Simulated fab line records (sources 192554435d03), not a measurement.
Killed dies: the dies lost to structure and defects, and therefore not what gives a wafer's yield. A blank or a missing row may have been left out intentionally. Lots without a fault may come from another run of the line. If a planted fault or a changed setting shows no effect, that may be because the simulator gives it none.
Lot-split experiment    flow n5Finfet    on a route of 1938 steps: 7 lots, 39 wafers read

## SPLIT DETAILS
At N5_BEOL_M0_SAQP_SPACER1_ALD_98 (deposits SiO2, target thk 12.8 nm, pulse time 1 s, purge time 2 s), the setting aldCycles was moved away from the recipe's 138 on 9 of the 39 wafers read, by -21.0% to +38.4%. All remaining wafers had this setting at the recipe value.

## FROM THE SPLIT TO THE READING: what the file shows between them, 2 steps
- N5_BEOL_M0_SAQP_SPACER1_ETCHBACK_99: etches SiO2 in CHF3/O2, target depth 15.4 nm, time 7.7 s
- N5_BEOL_M0_SAQP_MANDREL1_REMOVE_100: chemistry HBr/Cl2/O2, target a-Si, stops on SiNx, bt time 10 s

## THE READING
At N5_BEOL_M0_SAQP_CD_MEAS_25: cdNm in nanometres, against a target cd of 13.1 nm. Typical for fault-free wafers on this fab line: 12.84 nm, with standard deviation 0.23 nm.

wafer   tool, chamber at the split  aldCycles as run  against the recipe  cdNm, nm  against lot-mates on the recipe
L074.1  aldSin-03, 2,1,3,3,2        138               recipe              12.98     -
L074.2  aldSin-03, 2,1,3,3,2        138               recipe              13.19     -
L074.3  aldSin-03, 0                138               recipe              12.84     -
L074.4  aldSin-03, 2,1,3,3,2        138               recipe              12.38     -
L074.5  aldSin-03, 2,1,3,3,2        138               recipe              12.75     -
L074.6  aldSin-03, 2,1,3,3,2        138               recipe              12.78     -
L076.1  aldSin-01, 2,1,0            188               +36.2%              17.47     +4.62
L076.2  aldSin-01, 3,1,0            138               recipe              12.64     -
L076.3  aldSin-01, 2,1,0            188               +36.2%              17.40     +4.55
L076.4  aldSin-01, 2,1,0            188               +36.2%              17.32     +4.47
L076.5  aldSin-01, 3,1,0            138               recipe              12.84     -
L076.6  aldSin-01, 3,1,0            138               recipe              13.06     -
L080.1  aldSin-01, 1,2,2            109               -21.0%              10.08     -2.61
L080.2  aldSin-01, 3                138               recipe              12.97     -
L080.3  aldSin-01, 0                138               recipe              12.48     -
L080.4  aldSin-01, 1,2,2            109               -21.0%              10.09     -2.60
L080.5  aldSin-01, 1,2,2            109               -21.0%              10.22     -2.47
L080.6  aldSin-01, 3                138               recipe              12.62     -
L087.1  aldSin-02, 1,2,1            191               +38.4%              17.86     +5.02
L087.2  aldSin-02, 3,2,0            138               recipe              12.69     -
L087.3  aldSin-02, 3,2,0            138               recipe              12.82     -
L087.4  aldSin-02, 3,2,0            138               recipe              13.00     -
L087.5  aldSin-02, 1,2,1            191               +38.4%              17.83     +4.99
L087.6  aldSin-02, 1,2,1            191               +38.4%              17.38     +4.54
L092.1  aldSin-01, 2,0,1,3,2        138               recipe              12.77     -
L092.2  aldSin-01, 2,0,1,3,2        138               recipe              12.92     -
L092.3  aldSin-01, 2,0,1,3,2        138               recipe              12.92     -
L092.4  aldSin-01, 3                138               recipe              12.51     -
L092.5  aldSin-01, 2,0,1,3,2        138               recipe              12.91     -
L092.6  aldSin-01, 2,0,1,3,2        138               recipe              12.95     -
L096.2  aldSin-01, 1,0,0            138               recipe              12.96     -
L096.4  aldSin-01, 1,0,0            138               recipe              12.76     -
L096.5  aldSin-01, 1,0,0            138               recipe              12.95     -
L097.1  aldSin-02, 3,0,1,2          138               recipe              12.97     -
L097.2  aldSin-02, 1,2              138               recipe              13.50     -
L097.3  aldSin-02, 1,2              138               recipe              13.18     -
L097.4  aldSin-02, 3,0,1,2          138               recipe              12.74     -
L097.5  aldSin-02, 3,0,1,2          138               recipe              13.16     -
L097.6  aldSin-02, 3,0,1,2          138               recipe              13.01     -
If several chambers appear in one row, that row covers several wafers at once and the file leaves open which wafer was in which chamber.

THE FIT
A straight line over all 39 wafers: cdNm changes by +0.126 nm for each +1% of aldCycles; r = +0.99; the points scatter about the line by 0.22 nm.
The same after taking each lot's own level away (the mean of its wafers on the recipe; 39 wafers): +0.125 nm for each +1%; r = +1.00; scatter 0.19 nm.
The reading moves by 4.8 nm for the largest change in aldCycles, on that fit.
Measured against the standard deviation above, the lots' own levels, which go from 12.690 to 13.093 nm, span 1.8 times it.
The two slopes are in agreement: the lot-to-lot level therefore moves the slope only a little.
Check: with one of the wafers moved furthest among these (+38.4%) left out of the fit, the line predicts +4.78 nm for it against its lot-mates. It came out at +5.02 nm against them.

## THESE WAFERS: OTHER SPLITS
Note: prior to the reading, these wafers also went through further splits. Each is held against what the fit with the lots' levels taken away leaves over:
other split on the same wafers       wafers away from the commonest value  r with cdNm (lot level and that fit taken away)
N5_ZERO_LAYER_PECVD_02 timeS         15                                    -0.22
N5_SD_EPI_N_ETCH_16 targetDepthA     18                                    +0.02
N5_HKMG_FIN_DEVELOP_48 developTimeS  18                                    +0.08

## THE WHOLE CHAIN: every reading that the file lists as answering this split, in the file's order
step                                 what it does                                                       reading                                                                                     change (the file's fit)                r (the file's)
N5_BEOL_M0_SAQP_SPACER1_ALD_98       deposits SiO2, target thk 12.8 nm, pulse time 1 s, purge time 2 s  SiO2_of_BEOL_M0_SAQP_SPACER1_ALD_98.thkNm (the simulator's own value, which no gauge read)  +0.128 nm for each +1% of the setting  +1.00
N5_BEOL_M0_SAQP_MANDREL1_REMOVE_100  chemistry HBr/Cl2/O2, target a-Si, stops on SiNx, bt time 10 s     BEOL_M0_SAQP.cdNm (the simulator's own value, which no gauge read)                          +0.129 nm for each +1% of the setting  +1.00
N5_BEOL_M0_SAQP_CD_MEAS_25           target cd 13.1 nm                                                  cdNm                                                                                        +0.125 nm for each +1% of the setting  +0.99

## FILE'S OWN FIT
cdNm changes by +0.125 nm for each +1% of aldCycles, r = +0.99.
